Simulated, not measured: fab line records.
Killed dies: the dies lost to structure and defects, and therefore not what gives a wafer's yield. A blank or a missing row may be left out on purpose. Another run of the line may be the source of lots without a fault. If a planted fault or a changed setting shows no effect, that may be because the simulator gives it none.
A struck lot beside a sound one | flow nand harc | 36 out of 1159 route steps
Sound: the wafers L301.1, L301.5, L301.6. Struck: wafer L309.4 (left out: L309.3, L309.6 of the same lot, which were not struck); the cause appears at the end.
Each step with rows lists, per side, the tool, then ch with its chambers, then its first start. Under that, the readings that differ: sound wafers | struck wafers | difference of the means | sigmas: that difference in standard deviations of wafers without a fault.
alike: a reading whose means differ by less than 2 such deviations, as well as words and numbers matching on both sides. not compared: withheld readings; readings where some wafer has no value; bounds like >300 that might hide an equal value; numbers whose values overlap and for which the record gives no deviation.
A row with sigmas, a row that says differs or no value, or rows on one side alone: a step with any of these is where the two part. Non-overlapping numbers with no deviation appear without sigmas and do not part them. A reading that every wafer of one side lacks parts them only if that side has two wafers or more.

first, 6 steps without rows for these wafers: NHARC_A_CHANNEL_HOLE_D1_COAT_04 (resist thk 90 nm); NHARC_A_CHANNEL_HOLE_D1_SOFTBAKE_05 (time 55 s); NHARC_A_CHANNEL_HOLE_D1_EBR_06; NHARC_A_CHANNEL_HOLE_D1_EXPOSE_07 (exposes mask HOLE D1, target cd 100 nm); NHARC_A_CHANNEL_HOLE_D1_PEB_08 (peb time 65 s); NHARC_A_CHANNEL_HOLE_D1_DEVELOP_09 (develop time 35 s).
NHARC_A_CHANNEL_HOLE_D1_CD_MEAS_10 targets a cd of 100 nm.
  sound on cd sem-03 ch 0, day 9 00:58; struck on cd sem-01 ch 0, day 10 18:59
  alike: cd nm
NHARC_A_CHANNEL_HOLE_D1_OVL_MEAS_11:
  sound: overlay-01 at day 9 01:04; struck: overlay-01 at day 10 19:04
  alike: overlay x nm, overlay y nm
NHARC_A_CHANNEL_HOLE_D1_INSPECT_12:
  sound: defect inspect-02 at day 9 01:06; struck: defect inspect-01 at day 10 19:07
  reading          | sound    | struck | difference | sigmas
  raw defect count | 10 14 12 | 5      | -7         | -3
then, 1 step without rows for these wafers: NHARC_A_CHANNEL_HOLE_D1_DESCUM_15 (chemistry O2, time 3 s).
NHARC_A_CHANNEL_HOLE_D1_ETCH_38: etches the open film in CF4, target depth 39 nm, time 65 s.
  sound on rie diel-13 ch 0,3, day 9 01:16; struck on rie diel-11 ch 0, day 10 19:15
  alike: drypump motor current A, oes product au, rf vpp V, showerhead plenum p Torr, throttle valve pct
  not compared: rf hours counter h
then, 1 step without rows for these wafers: NHARC_A_CHANNEL_HOLE_D1_ETCH_39 (etches the open film in N2/H2, target depth 260 nm, time 325 s).
NHARC_A_CHANNEL_HOLE_D1_ETCH_34: etches the open film in CF4/CHF3, target depth 154 nm, time 77 s.
  sound on rie diel-13 ch 0,1,3, day 9 01:37; struck on rie diel-11 ch 1, day 10 19:36
  reading               | sound             | struck | difference | sigmas
  oes product au (a.u.) | 0.926 0.917 0.926 | 0.979  | +0.056     | +2
  alike: drypump motor current A, rf vpp V, showerhead plenum p Torr, throttle valve pct
  not compared: rf hours counter h
NHARC_A_CHANNEL_HOLE_D1_ETCH_16: etches the open film in O2/COS, target depth 3100 nm, time 806 s.
  sound on rie diel-13 ch 1,2,3; struck on rie diel-11 ch 3
  alike: drypump motor current A, oes product au, rf vpp V, showerhead plenum p Torr, throttle valve pct
  not compared: rf hours counter h
NHARC_A_CHANNEL_HOLE_D1_CD_MEAS_18:
  sound: cd sem-02 at day 9 02:16; struck: cd sem-01 at day 10 20:17
  alike: cd nm
then, 6 steps without rows for these wafers: NHARC_A_CHANNEL_HOLE_D1_ETCH_19 (etches the open film in C4F8/O2/Ar, time 34.5 s); NHARC_A_CHANNEL_HOLE_D1_ETCH_20 (etches the open film in C4F8/O2/Ar, time 361.9 s, target depth 1600 nm); NHARC_A_CHANNEL_HOLE_D1_ETCH_21 (etches the open film in C4F8/O2/Ar, time 514.3 s, target depth 1600 nm); NHARC_A_CHANNEL_HOLE_D1_ETCH_22 (etches the open film in C4F8/O2/Ar, time 666.7 s, target depth 1600 nm); NHARC_A_CHANNEL_HOLE_D1_ETCH_23 (etches the open film in C4F8/O2/Ar, time 819 s, target depth 1600 nm); NHARC_A_CHANNEL_HOLE_D1_ETCH_24 (etches the open film in C4F8/O2/Ar, time 906.2 s, target depth 1500 nm).
NHARC_A_CHANNEL_HOLE_D1_ETCH_25: etches the open film in C4F8/O2/Ar, time 1040.2 s, target depth 1500 nm.
  sound on har etch-02 ch 0,1, day 9 05:14; struck on har etch-01 ch 1, day 10 23:32
  alike: drypump motor current A, showerhead plenum p Torr, throttle valve pct
  not compared: rf hours counter h
NHARC_A_CHANNEL_HOLE_D1_ETCH_26: etches the open film in C4F8/O2/Ar, time 224.1 s, target depth 300 nm.
  sound on har etch-02 ch 0,1, day 9 06:08; struck on har etch-01 ch 1, day 11 00:11
  reading                | sound                | struck | difference | sigmas
  throttle valve pct (%) | 24.593 24.597 24.595 | 24.573 | -0.022     | -2
  alike: drypump motor current A, showerhead plenum p Torr
  not compared: rf hours counter h
NHARC_A_CHANNEL_HOLE_D1_ETCH_33: etches the open film in C4F8/O2/Ar, time 90 s, target depth 400 nm.
  sound on har etch-02 ch 0,1, day 9 06:20; struck on har etch-01 ch 1, day 11 00:23
  alike: drypump motor current A, showerhead plenum p Torr, throttle valve pct
  not compared: rf hours counter h
then, 7 steps without rows for these wafers: NHARC_A_CHANNEL_HOLE_D1_STRIP_41 (strips in N2/H2); NHARC_A_CHANNEL_HOLE_D1_STRIP_42 (strips in CF4/CHF3); NHARC_A_CHANNEL_HOLE_D1_STRIP_43 (strips in O2/COS); NHARC_A_CHANNEL_HOLE_D1_ETCH_44 (etches the open film in CF4/O2, target depth 140 nm, overetch 14 nm, time 77 s); NHARC_A_CHANNEL_HOLE_D1_STRIP_27 (strips in O2); NHARC_A_CHANNEL_HOLE_D1_PRECLEAN_28 (cleans in SC1); NHARC_A_CHANNEL_HOLE_D1_SRD_29.
NHARC_A_CHANNEL_HOLE_D1_CD_MEAS_30:
  sound: cd sem-01 at day 9 07:53; struck: cd sem-03 at day 11 01:52
  alike: cd nm
then, 1 step without rows for these wafers: NHARC_A_CHANNEL_HOLE_D1_XSEM_31.
NHARC_A_CHANNEL_HOLE_D1_INSPECT_40:
  sound: defect inspect-02 at day 9 08:04; struck: defect inspect-01 at day 11 02:03
  reading          | sound    | struck | difference | sigmas
  raw defect count | 66 76 71 | 979    | +908       | +53
then, 1 step without rows for these wafers: NHARC_A_CHANNEL_FILL_D1_PRECLEAN_00 (cleans in SC1).
-- the record jumps here: 11 days lie between the struck wafers' starts before and after (it left off in module A_CHANNEL_FILL_D1 and takes up again in module END, whose first step shown is number 1159 of the route) --
NHARC_END_SORT_01:
  the record has rows for the struck wafers here (prober-01 ch 0, day 21 16:03) and none for the sound ones

== WHERE THEY PART ==
At NHARC_A_CHANNEL_HOLE_D1_INSPECT_12 first; at NHARC_END_SORT_01 last (within this record only).

WHY: what had been put in by the simulator
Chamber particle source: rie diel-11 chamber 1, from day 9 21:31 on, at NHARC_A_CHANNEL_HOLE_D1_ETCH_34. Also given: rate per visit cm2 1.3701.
